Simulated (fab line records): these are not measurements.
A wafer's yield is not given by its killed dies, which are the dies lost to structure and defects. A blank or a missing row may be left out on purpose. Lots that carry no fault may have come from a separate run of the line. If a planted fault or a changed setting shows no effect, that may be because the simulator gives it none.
fab line records | flow n5Finfet | part 1 of 2: steps 1 to 3 of 6
record: lots: 21 | wafers: 63 | lastDay: 18
route steps=1938 shown MOL_CONTACT_COAG@618 BEOL_M0_SAQP@672
lots that met no fault: taken from a fault-free run of the same line
startH: start of the lot's first displayed wafer, in hours after the record's first day | waitH: hours since the lot's step before | " as in the row above | L1.1+2: several wafers, shown together as one row | - no value present, or no start provided | * or withheld: withheld | < > ~ a bound
route shown NAME@n: names a module that has steps shown in the file, with the first one's number in the route | usual: mean/standard deviation of fault-free wafers | same: alike in all rows | chamber/n: place in a boat | sites: readings site by site | _std_site: standard deviation across them | _edge_site: outer sites' mean less inner sites' | radiusMm: for every site, how far away it sits from the centre of the wafer | mask NAME#n: copy n | behind: the tool/chamber that last shaped the wafer | hold: the reason the lot was held/the length of the hold in hours/how it ended | device: names the non-switching transistor (n, p or np) | end of line: the same wafers' tests at the end of the route | a step without rows: its recipe alone | killed: not the wafer's yield, but the dies lost to structure and defects at the first sort | map: a wafer's dies, marking killed ones x, the rest . and places with no die _
set.NAME: the run value of the setting; set.NAME@STEP: its run value at that earlier step | model.NAME: the simulator's own value behind a step, which no gauge read
route steps across a sampled set of lots; one table per step, one row per wafer
services: from which hour (startH, from the record's first day; less than 0 if before it) a tool's chamber was out of use, for how many hours, and why
== steps ==
step: N5_MOL_CONTACT_COAG_STRIP_72
recipe: chemistry: N2/H2 | powerW: 450 | tempC: 40 | pressureMtorr: 20 | rfFrequencyHz: 6e+07 | overashFraction: 3 | biasPowerW: 7 | h2Frac: 0.5 | n2FlowSccm: 200 | h2FlowSccm: 200
usual: drypumpMotorCurrentA: 5.8/0.44 | oesProductAu: 0.79/0.11 | rfVppV: 59.2/2 | showerheadPlenumPTorr: 2.56/0.08 | throttleValvePct: 23.6/0.34
lot.wafer | tool       | chamber | startH | waitH | drypumpMotorCurrentA | oesProductAu | rfHoursCounterH | rfVppV | showerheadPlenumPTorr | throttleValvePct
L074.3    | rieDiel-05 | 1       | 102.29 | 0.0   | 6.1                  | 0.97         | 10              | 61.1   | 2.60                  | 23.3
L074.4    | "          | 2       | "      | "     | 5.7                  | 0.80         | 94              | 58.5   | 2.69                  | 23.8
L074.6    | "          | 1       | "      | "     | 6.2                  | 0.95         | -               | 62.3   | 2.60                  | 23.2
L075.1    | rieDiel-06 | 0       | 113.38 | 0.0   | 5.3                  | 0.68         | 182             | 55.1   | 2.40                  | 23.4
L075.2    | "          | 1       | "      | "     | 6.5                  | 0.71         | 229             | 60.4   | 2.60                  | 23.4
L075.4    | "          | 1       | "      | "     | 6.5                  | 0.71         | -               | 62.2   | 2.60                  | 23.4
L078.1    | rieDiel-04 | 2       | 126.34 | 0.0   | 5.9                  | 0.85         | 89              | 57.6   | 2.66                  | 23.4
L078.4    | "          | 0       | "      | "     | 5.3                  | 0.67         | 226             | 58.6   | 2.60                  | 23.8
L078.5    | "          | 1       | "      | "     | 5.4                  | 0.74         | -               | 62.0   | 2.64                  | 24.2
L079.3    | rieDiel-06 | 0       | 129.19 | 0.0   | 5.3                  | 0.68         | 189             | 55.5   | 2.40                  | 23.4
L079.4    | "          | 3       | "      | "     | 5.7                  | 0.97         | -               | 59.8   | 2.61                  | 23.3
L079.6    | "          | 0       | "      | "     | 5.3                  | 0.69         | -               | 58.2   | 2.40                  | 23.4
L080.1    | rieDiel-06 | 3       | 135.43 | 0.0   | 5.7                  | 0.93         | 5               | 61.6   | 2.61                  | 23.3
L080.3    | "          | 1       | "      | "     | 6.5                  | 0.71         | 239             | 58.3   | 2.59                  | 23.4
L080.4    | "          | 0       | "      | "     | 5.3                  | 0.69         | -               | 61.3   | 2.40                  | 23.4
L081.2    | rieDiel-06 | 0       | 142.18 | 0.0   | 5.3                  | 0.70         | 196             | 59.7   | 2.40                  | 23.4
L081.3    | "          | 1       | "      | "     | 6.5                  | 0.70         | 243             | 63.4   | 2.59                  | 23.4
L081.5    | "          | 3       | "      | "     | 5.7                  | 0.94         | -               | 58.0   | 2.61                  | 23.3
L082.3    | rieDiel-04 | 0       | 150.11 | 0.0   | 5.3                  | 0.66         | 234             | 57.8   | 2.59                  | 23.9
L082.4    | "          | 3       | "      | "     | 5.3                  | 0.73         | 219             | 60.2   | 2.50                  | 23.6
L082.6    | "          | 3       | "      | "     | 5.3                  | 0.72         | -               | 58.0   | 2.50                  | 23.6
L083.4    | rieDiel-04 | 2       | 155.07 | 0.0   | 5.8                  | 0.83         | 99              | 58.0   | 2.66                  | 23.4
L083.5    | "          | 2       | "      | "     | 5.9                  | 0.82         | -               | 61.3   | 2.66                  | 23.4
L083.6    | "          | 1       | "      | "     | 5.4                  | 0.72         | -               | 61.0   | 2.63                  | 24.2
L084.2    | rieDiel-04 | 2       | 165.06 | 0.0   | 5.8                  | 0.83         | 102             | 61.7   | 2.66                  | 23.4
L084.4    | "          | 1       | "      | "     | 5.4                  | 0.72         | 225             | 61.1   | 2.63                  | 24.2
L084.6    | "          | 1       | "      | "     | 5.3                  | 0.74         | -               | 57.7   | 2.63                  | 24.3
L085.1    | rieDiel-05 | 0       | 165.61 | 0.0   | 5.3                  | 0.93         | 9               | 61.6   | 2.51                  | 24.0
L085.2    | "          | 1       | "      | "     | 6.2                  | 0.92         | 34              | 56.4   | 2.59                  | 23.3
L085.6    | "          | 1       | "      | "     | 6.1                  | 0.93         | -               | 57.3   | 2.59                  | 23.3
L087.2    | rieDiel-05 | 1       | 182.59 | 0.0   | 6.0                  | 0.90         | 41              | 59.6   | 2.58                  | 23.3
L087.3    | "          | 2       | "      | "     | 5.7                  | 0.77         | 125             | 61.4   | 2.68                  | 23.9
L087.6    | "          | 0       | "      | "     | 5.4                  | 0.91         | -               | 57.7   | 2.51                  | 24.0
L088.1    | rieDiel-04 | 3       | 185.14 | 0.0   | 5.4                  | 0.71         | 233             | 60.2   | 2.50                  | 23.7
L088.2    | "          | 0       | "      | "     | 5.3                  | 0.66         | 246             | 61.5   | 2.59                  | 23.9
L088.3    | "          | 2       | "      | "     | 5.8                  | 0.82         | 109             | 60.9   | 2.65                  | 23.4
L089.2    | rieDiel-05 | 2       | 193.39 | 0.0   | 5.7                  | 0.78         | 130             | 61.1   | 2.67                  | 23.9
L089.4    | "          | 0       | "      | "     | 5.3                  | 0.90         | -               | 59.3   | 2.51                  | 23.9
L089.6    | "          | 2       | "      | "     | 5.8                  | 0.76         | -               | 62.1   | 2.68                  | 23.9
L090.1    | rieDiel-05 | 0       | 197.56 | 0.0   | 5.4                  | 0.91         | 20              | 58.9   | 2.51                  | 24.0
L090.3    | "          | 1       | "      | "     | 6.1                  | 0.89         | 42              | 59.3   | 2.58                  | 23.3
L090.5    | "          | 3       | "      | "     | 6.1                  | 0.68         | -               | 53.2   | 2.51                  | 24.1
L091.1    | rieDiel-06 | 3       | 204.98 | 0.0   | 5.7                  | 0.89         | 30              | 59.6   | 2.60                  | 23.3
L091.2    | "          | 1       | "      | "     | 6.5                  | 0.97         | 10              | 60.7   | 2.58                  | 23.1
L091.4    | "          | 2       | "      | "     | 6.4                  | 0.90         | 23              | 59.3   | 2.58                  | 23.2
L092.1    | rieDiel-06 | 1       | 206.82 | 0.0   | 6.6                  | 0.99         | 11              | 60.0   | 2.58                  | 23.1
L092.3    | "          | 3       | "      | "     | 5.7                  | 0.89         | 31              | 57.7   | 2.60                  | 23.3
L092.4    | "          | 2       | "      | "     | 6.4                  | 0.91         | 24              | 62.0   | 2.58                  | 23.2
L093.1    | rieDiel-06 | 0       | 223.26 | 0.0   | 5.4                  | 0.67         | 225             | 58.1   | 2.39                  | 23.5
L093.5    | "          | 0       | "      | "     | 5.3                  | 0.67         | -               | 58.9   | 2.39                  | 23.5
L093.6    | "          | 3       | "      | "     | 5.7                  | 0.85         | -               | 56.2   | 2.59                  | 23.3
L094.2    | rieDiel-05 | 0       | 223.59 | 0.0   | 5.4                  | 0.90         | 26              | 58.0   | 2.51                  | 24.0
L094.3    | "          | 3       | "      | "     | 6.2                  | 0.69         | 248             | 59.9   | 2.51                  | 24.1
L094.5    | "          | 1       | "      | "     | 6.1                  | 0.89         | -               | 56.1   | 2.58                  | 23.3
L095.1    | rieDiel-06 | 0       | 225.21 | 0.0   | 5.4                  | 0.67         | 226             | 57.0   | 2.39                  | 23.4
L095.2    | "          | 2       | "      | "     | 6.4                  | 0.88         | 31              | 62.7   | 2.57                  | 23.2
L095.4    | "          | 3       | "      | "     | 5.7                  | 0.86         | 38              | 60.3   | 2.59                  | 23.3
L096.4    | rieDiel-04 | 3       | 238.77 | 0.0   | 5.4                  | 0.71         | -               | 56.7   | 2.49                  | 23.7
L096.5    | "          | 2       | "      | "     | 5.9                  | 0.79         | -               | 58.6   | 2.64                  | 23.4
L096.6    | "          | 0       | "      | "     | 5.3                  | 0.91         | -               | 59.7   | 2.58                  | 23.3
L097.2    | rieDiel-05 | 2       | 241.88 | 0.0   | 5.7                  | 0.75         | 143             | 61.5   | 2.67                  | 24.0
L097.4    | "          | 0       | "      | "     | 5.4                  | 0.89         | 31              | 62.8   | 2.50                  | 23.9
L097.5    | "          | 0       | "      | "     | 5.3                  | 0.90         | -               | 58.2   | 2.50                  | 24.0
step: N5_BEOL_M0_SAQP_ETCH_106
recipe: chemistry: N2/H2 | target: SOC | targetDepthA: 1500 | stopOn: SiNx | ionEnergyEv: 100 | biasW: 61 | pressureMtorr: 30 | sourceW: 850 | n2FlowSccm: 200 | h2FlowSccm: 200
usual: drypumpMotorCurrentA: 6.0/0.39 | oesProductAu: 0.77/0.091 | rfVppV: 240.6/1.2 | showerheadPlenumPTorr: 2.54/0.066 | throttleValvePct: 17.78/0.24
lot.wafer | tool       | chamber | startH | waitH | drypumpMotorCurrentA | oesProductAu | rfHoursCounterH | rfVppV | showerheadPlenumPTorr | throttleValvePct
L074.3    | rieDiel-02 | 2       | 110.83 | -     | 5.7                  | 0.68         | 224             | 240.0  | 2.41                  | 18.21
L074.4    | "          | 3       | "      | "     | 5.9                  | 0.75         | 162             | 239.9  | 2.44                  | 17.69
L074.6    | "          | 0       | "      | "     | 6.6                  | 0.90         | -               | 241.3  | 2.59                  | 17.26
L075.1    | rieDiel-01 | 3       | 124.32 | -     | 5.9                  | 0.70         | 184             | 240.8  | 2.53                  | 17.95
L075.2    | "          | 0       | "      | "     | 6.2                  | 0.68         | 243             | 241.0  | 2.57                  | 17.78
L075.4    | "          | 2       | "      | "     | 6.1                  | 0.74         | 145             | 242.4  | 2.64                  | 17.95
L078.1    | rieDiel-03 | 3       | 135.53 | -     | 6.5                  | 0.70         | 195             | 241.8  | 2.62                  | 17.86
L078.4    | "          | 1       | "      | "     | 5.9                  | 0.65         | 248             | 239.0  | 2.50                  | 17.87
L078.5    | "          | 3       | "      | "     | 6.5                  | 0.71         | -               | 241.9  | 2.62                  | 17.86
L079.3    | rieDiel-03 | 0       | 137.38 | -     | 5.3                  | 0.80         | 96              | 241.5  | 2.55                  | 17.60
L079.4    | "          | 3       | "      | "     | 6.4                  | 0.71         | 195             | 242.8  | 2.62                  | 17.88
L079.6    | "          | 3       | "      | "     | 6.5                  | 0.71         | -               | 242.3  | 2.62                  | 17.88
L080.1    | rieDiel-03 | 0       | 143.97 | -     | 5.2                  | 0.80         | 98              | 241.1  | 2.55                  | 17.59
L080.3    | "          | 2       | "      | "     | 6.5                  | 0.73         | 204             | 239.7  | 2.52                  | 17.86
L080.4    | "          | 0       | "      | "     | 5.3                  | 0.80         | -               | 242.5  | 2.55                  | 17.59
L081.2    | rieDiel-03 | 2       | 152.11 | -     | 6.6                  | 0.72         | 207             | 241.1  | 2.51                  | 17.87
L081.3    | "          | 3       | "      | "     | 6.4                  | 0.71         | 200             | 241.8  | 2.62                  | 17.87
L081.5    | "          | 2       | "      | "     | 6.6                  | 0.72         | -               | 240.9  | 2.51                  | 17.86
L082.3    | rieDiel-01 | 1       | 158.51 | -     | 6.0                  | 0.91         | 23              | 238.8  | 2.49                  | 17.76
L082.4    | "          | 2       | "      | "     | 6.0                  | 0.73         | 156             | 241.6  | 2.63                  | 17.95
L082.6    | "          | 2       | "      | "     | 6.0                  | 0.73         | -               | 241.2  | 2.63                  | 17.97
L083.4    | rieDiel-03 | 2       | 163.71 | -     | 6.6                  | 0.71         | -               | 240.6  | 2.51                  | 17.87
L083.5    | "          | 1       | "      | "     | 5.9                  | 0.96         | -               | 240.7  | 2.50                  | 17.46
L083.6    | "          | 0       | "      | "     | 5.2                  | 0.79         | -               | 241.2  | 2.55                  | 17.60
L084.2    | rieDiel-01 | 0       | 175.18 | -     | 6.2                  | 0.94         | 6               | 242.0  | 2.57                  | 17.31
L084.4    | "          | 2       | "      | "     | 6.0                  | 0.72         | 162             | 239.9  | 2.63                  | 17.99
L084.6    | "          | 1       | "      | "     | 6.0                  | 0.90         | -               | 239.1  | 2.49                  | 17.77
L085.1    | rieDiel-01 | 0       | 177.07 | -     | 6.2                  | 0.94         | 7               | 241.1  | 2.57                  | 17.30
L085.2    | "          | 2       | "      | "     | 6.0                  | 0.72         | 163             | 241.3  | 2.63                  | 17.98
L085.6    | "          | 3       | "      | "     | 5.9                  | 0.69         | -               | 240.9  | 2.52                  | 17.99
L087.2    | rieDiel-01 | 3       | 194.30 | -     | 5.9                  | 0.69         | 206             | 239.8  | 2.52                  | 17.99
L087.3    | "          | 2       | "      | "     | 6.0                  | 0.72         | 167             | 242.4  | 2.63                  | 17.98
L087.6    | "          | 3       | "      | "     | 5.9                  | 0.70         | -               | 242.3  | 2.52                  | 18.00
L088.1    | rieDiel-01 | 1       | 194.53 | -     | 6.1                  | 0.87         | 33              | 238.5  | 2.48                  | 17.78
L088.2    | "          | 3       | "      | "     | 5.9                  | 0.69         | 206             | 240.5  | 2.52                  | 18.00
L088.3    | "          | 2       | "      | "     | 6.0                  | 0.72         | 167             | 241.1  | 2.63                  | 17.98
L089.2    | rieDiel-02 | 2       | 202.08 | -     | 5.7                  | 0.66         | 249             | 239.0  | 2.40                  | 18.24
L089.4    | "          | 1       | "      | "     | 5.8                  | 0.72         | 165             | 238.1  | 2.41                  | 18.06
L089.6    | "          | 2       | "      | "     | 5.7                  | 0.66         | -               | 239.3  | 2.40                  | 18.27
L090.1    | rieDiel-01 | 3       | 207.02 | -     | 5.9                  | 0.69         | 211             | 239.6  | 2.52                  | 18.01
L090.3    | "          | 0       | "      | "     | 6.2                  | 0.91         | 16              | 240.2  | 2.56                  | 17.31
L090.5    | "          | 2       | "      | "     | 6.1                  | 0.71         | -               | 243.0  | 2.62                  | 17.98
L091.1    | rieDiel-02 | 1       | 217.55 | -     | 5.8                  | 0.72         | 170             | 237.9  | 2.41                  | 18.07
L091.2    | "          | 3       | "      | "     | 5.8                  | 0.72         | 193             | 237.7  | 2.42                  | 17.71
L091.4    | "          | 1       | "      | "     | 5.7                  | 0.72         | -               | 240.4  | 2.41                  | 18.05
L092.1    | rieDiel-03 | 1       | 218.14 | -     | 5.8                  | 0.91         | 17              | 240.5  | 2.49                  | 17.48
L092.3    | "          | 3       | "      | "     | 6.4                  | 0.69         | 215             | 242.7  | 2.61                  | 17.90
L092.4    | "          | 2       | "      | "     | 6.5                  | 0.71         | 228             | 241.8  | 2.50                  | 17.91
L093.1    | rieDiel-03 | 2       | 231.96 | -     | 6.6                  | 0.71         | 233             | 240.5  | 2.50                  | 17.92
L093.5    | "          | 1       | "      | "     | 5.9                  | 0.90         | -               | 240.8  | 2.49                  | 17.49
L093.6    | "          | 0       | "      | "     | 5.3                  | 0.77         | -               | 240.0  | 2.54                  | 17.63
L094.2    | rieDiel-03 | 0       | 237.16 | -     | 5.2                  | 0.78         | 127             | 240.8  | 2.54                  | 17.65
L094.3    | "          | 1       | "      | "     | 5.9                  | 0.89         | 24              | 239.9  | 2.49                  | 17.50
L094.5    | "          | 1       | "      | "     | 5.9                  | 0.88         | -               | 240.1  | 2.49                  | 17.49
L095.1    | rieDiel-01 | 2       | 237.64 | -     | 6.0                  | 0.71         | 180             | 241.1  | 2.62                  | 18.01
L095.2    | "          | 3       | "      | "     | 5.9                  | 0.68         | 219             | 240.6  | 2.51                  | 18.02
L095.4    | "          | 1       | "      | "     | 6.0                  | 0.88         | 42              | 239.1  | 2.48                  | 17.78
L096.4    | rieDiel-01 | 0       | 248.27 | -     | 6.2                  | 0.90         | 25              | 241.6  | 2.56                  | 17.33
L096.5    | "          | 2       | "      | "     | 6.0                  | 0.72         | -               | 242.3  | 2.62                  | 18.03
L096.6    | "          | 3       | "      | "     | 5.9                  | 0.69         | -               | 240.6  | 2.51                  | 18.02
L097.2    | rieDiel-02 | 0       | 251.35 | -     | 6.7                  | 0.83         | 72              | 239.6  | 2.58                  | 17.35
L097.4    | "          | 3       | "      | "     | 5.8                  | 0.72         | 200             | 238.6  | 2.42                  | 17.76
L097.5    | "          | 1       | "      | "     | 5.7                  | 0.72         | -               | 239.3  | 2.41                  | 18.06
step: N5_BEOL_M0_SAQP_ETCH_107
recipe: chemistry: CH3F/O2 | target: SiNx | targetDepthA: 300 | maskMaterial: SOC | pressureMtorr: 30 | sourceW: 395 | biasW: 73 | Ar_flow_sccm: 150 | CH3F_flow_sccm: 30 | O2_flow_sccm: 20 | ionEnergyEv: 120
usual: drypumpMotorCurrentA: 6.0/0.39 | oesProductAu: 0.78/0.095 | rfVppV: 298/9 | showerheadPlenumPTorr: 2.00/0.054 | throttleValvePct: 16.34/0.2
lot.wafer | tool       | chamber | startH | waitH | drypumpMotorCurrentA | oesProductAu | rfHoursCounterH | rfVppV | showerheadPlenumPTorr | throttleValvePct
L074.3    | rieDiel-02 | 2       | 110.89 | 0.0   | 5.7                  | 0.69         | 224             | 300    | 1.88                  | 16.71
L074.4    | "          | 3       | "      | "     | 5.8                  | 0.76         | 162             | 315    | 1.91                  | 16.12
L074.6    | "          | 0       | "      | "     | 6.7                  | 0.92         | -               | 292    | 2.05                  | 15.96
L075.1    | rieDiel-01 | 3       | 124.38 | 0.0   | 5.9                  | 0.72         | 184             | 298    | 1.99                  | 16.42
L075.2    | "          | 0       | "      | "     | 6.2                  | 0.69         | 243             | 294    | 2.05                  | 16.56
L075.4    | "          | 2       | "      | "     | 6.0                  | 0.73         | 145             | 306    | 2.07                  | 16.50
L078.1    | rieDiel-03 | 3       | 135.59 | 0.0   | 6.5                  | 0.72         | 195             | 277    | 2.05                  | 16.36
L078.4    | "          | 1       | "      | "     | 5.9                  | 0.66         | 248             | 306    | 1.96                  | 16.53
L078.5    | "          | 3       | "      | "     | 6.4                  | 0.71         | -               | 278    | 2.05                  | 16.35
L079.3    | rieDiel-03 | 0       | 137.44 | 0.0   | 5.2                  | 0.81         | 96              | 302    | 2.01                  | 16.20
L079.4    | "          | 3       | "      | "     | 6.5                  | 0.71         | 195             | 277    | 2.05                  | 16.35
L079.6    | "          | 3       | "      | "     | 6.4                  | 0.71         | -               | 278    | 2.05                  | 16.35
L080.1    | rieDiel-03 | 0       | 144.03 | 0.0   | 5.2                  | 0.80         | 98              | 303    | 2.01                  | 16.19
L080.3    | "          | 2       | "      | "     | 6.6                  | 0.73         | 204             | 305    | 1.96                  | 16.29
L080.4    | "          | 0       | "      | "     | 5.3                  | 0.82         | -               | 302    | 2.01                  | 16.18
L081.2    | rieDiel-03 | 2       | 152.17 | 0.0   | 6.6                  | 0.73         | 207             | 304    | 1.96                  | 16.29
L081.3    | "          | 3       | "      | "     | 6.4                  | 0.71         | 200             | 277    | 2.05                  | 16.37
L081.5    | "          | 2       | "      | "     | 6.6                  | 0.73         | -               | 306    | 1.96                  | 16.28
L082.3    | rieDiel-01 | 1       | 158.57 | 0.0   | 6.0                  | 0.91         | 23              | 297    | 1.96                  | 16.31
L082.4    | "          | 2       | "      | "     | 6.0                  | 0.72         | 156             | 304    | 2.07                  | 16.52
L082.6    | "          | 2       | "      | "     | 6.0                  | 0.73         | -               | 304    | 2.07                  | 16.50
L083.4    | rieDiel-03 | 2       | 163.76 | 0.0   | 6.6                  | 0.73         | -               | 304    | 1.96                  | 16.28
L083.5    | "          | 1       | "      | "     | 5.8                  | 1.00         | -               | 306    | 1.96                  | 16.07
L083.6    | "          | 0       | "      | "     | 5.2                  | 0.80         | -               | 303    | 2.00                  | 16.20
L084.2    | rieDiel-01 | 0       | 175.24 | 0.0   | 6.2                  | 0.96         | 6               | 293    | 2.05                  | 16.06
L084.4    | "          | 2       | "      | "     | 6.0                  | 0.72         | 162             | 303    | 2.07                  | 16.52
L084.6    | "          | 1       | "      | "     | 6.0                  | 0.90         | -               | 297    | 1.95                  | 16.33
L085.1    | rieDiel-01 | 0       | 177.13 | 0.0   | 6.2                  | 0.95         | 7               | 291    | 2.05                  | 16.07
L085.2    | "          | 2       | "      | "     | 6.0                  | 0.72         | 163             | 305    | 2.07                  | 16.52
L085.6    | "          | 3       | "      | "     | 5.9                  | 0.70         | -               | 298    | 1.99                  | 16.47
L087.2    | rieDiel-01 | 3       | 194.36 | 0.0   | 5.9                  | 0.70         | 206             | 298    | 1.99                  | 16.47
L087.3    | "          | 2       | "      | "     | 6.0                  | 0.72         | 167             | 304    | 2.07                  | 16.52
L087.6    | "          | 3       | "      | "     | 5.9                  | 0.70         | -               | 299    | 1.99                  | 16.46
L088.1    | rieDiel-01 | 1       | 194.59 | 0.0   | 6.1                  | 0.89         | 33              | 297    | 1.95                  | 16.34
L088.2    | "          | 3       | "      | "     | 5.9                  | 0.69         | 206             | 298    | 1.99                  | 16.47
L088.3    | "          | 2       | "      | "     | 6.0                  | 0.72         | 167             | 303    | 2.07                  | 16.52
L089.2    | rieDiel-02 | 2       | 202.14 | 0.0   | 5.7                  | 0.67         | 249             | 299    | 1.88                  | 16.75
L089.4    | "          | 1       | "      | "     | 5.8                  | 0.72         | 165             | 289    | 1.92                  | 16.81
L089.6    | "          | 2       | "      | "     | 5.7                  | 0.66         | -               | 300    | 1.88                  | 16.74
L090.1    | rieDiel-01 | 3       | 207.08 | 0.0   | 5.9                  | 0.69         | 211             | 298    | 1.99                  | 16.49
L090.3    | "          | 0       | "      | "     | 6.2                  | 0.93         | 16              | 293    | 2.05                  | 16.09
L090.5    | "          | 2       | "      | "     | 6.0                  | 0.72         | -               | 302    | 2.07                  | 16.54
L091.1    | rieDiel-02 | 1       | 217.61 | 0.0   | 5.8                  | 0.72         | 170             | 289    | 1.92                  | 16.82
L091.2    | "          | 3       | "      | "     | 5.9                  | 0.73         | 193             | 314    | 1.90                  | 16.15
L091.4    | "          | 1       | "      | "     | 5.8                  | 0.73         | -               | 288    | 1.92                  | 16.83
L092.1    | rieDiel-03 | 1       | 218.20 | 0.0   | 5.9                  | 0.93         | 17              | 306    | 1.95                  | 16.10
L092.3    | "          | 3       | "      | "     | 6.5                  | 0.69         | 215             | 278    | 2.05                  | 16.39
L092.4    | "          | 2       | "      | "     | 6.6                  | 0.72         | 228             | 305    | 1.95                  | 16.33
L093.1    | rieDiel-03 | 2       | 232.02 | 0.0   | 6.6                  | 0.71         | 233             | 305    | 1.95                  | 16.33
L093.5    | "          | 1       | "      | "     | 5.9                  | 0.91         | -               | 307    | 1.95                  | 16.10
L093.6    | "          | 0       | "      | "     | 5.2                  | 0.78         | -               | 303    | 2.00                  | 16.24
L094.2    | rieDiel-03 | 0       | 237.22 | 0.0   | 5.2                  | 0.78         | 127             | 304    | 2.00                  | 16.25
L094.3    | "          | 1       | "      | "     | 5.8                  | 0.91         | 24              | 305    | 1.95                  | 16.12
L094.5    | "          | 1       | "      | "     | 5.8                  | 0.91         | -               | 307    | 1.95                  | 16.11
L095.1    | rieDiel-01 | 2       | 237.70 | 0.0   | 6.0                  | 0.73         | 180             | 304    | 2.06                  | 16.56
L095.2    | "          | 3       | "      | "     | 5.9                  | 0.70         | 219             | 297    | 1.98                  | 16.50
L095.4    | "          | 1       | "      | "     | 6.1                  | 0.88         | 42              | 297    | 1.95                  | 16.36
L096.4    | rieDiel-01 | 0       | 248.33 | 0.0   | 6.2                  | 0.90         | 25              | 292    | 2.04                  | 16.11
L096.5    | "          | 2       | "      | "     | 6.0                  | 0.72         | -               | 304    | 2.06                  | 16.56
L096.6    | "          | 3       | "      | "     | 5.9                  | 0.68         | -               | 299    | 1.98                  | 16.50
L097.2    | rieDiel-02 | 0       | 251.41 | 0.0   | 6.6                  | 0.84         | 72              | 292    | 2.04                  | 16.03
L097.4    | "          | 3       | "      | "     | 5.8                  | 0.72         | 200             | 315    | 1.89                  | 16.18
L097.5    | "          | 1       | "      | "     | 5.8                  | 0.72         | -               | 289    | 1.92                  | 16.82
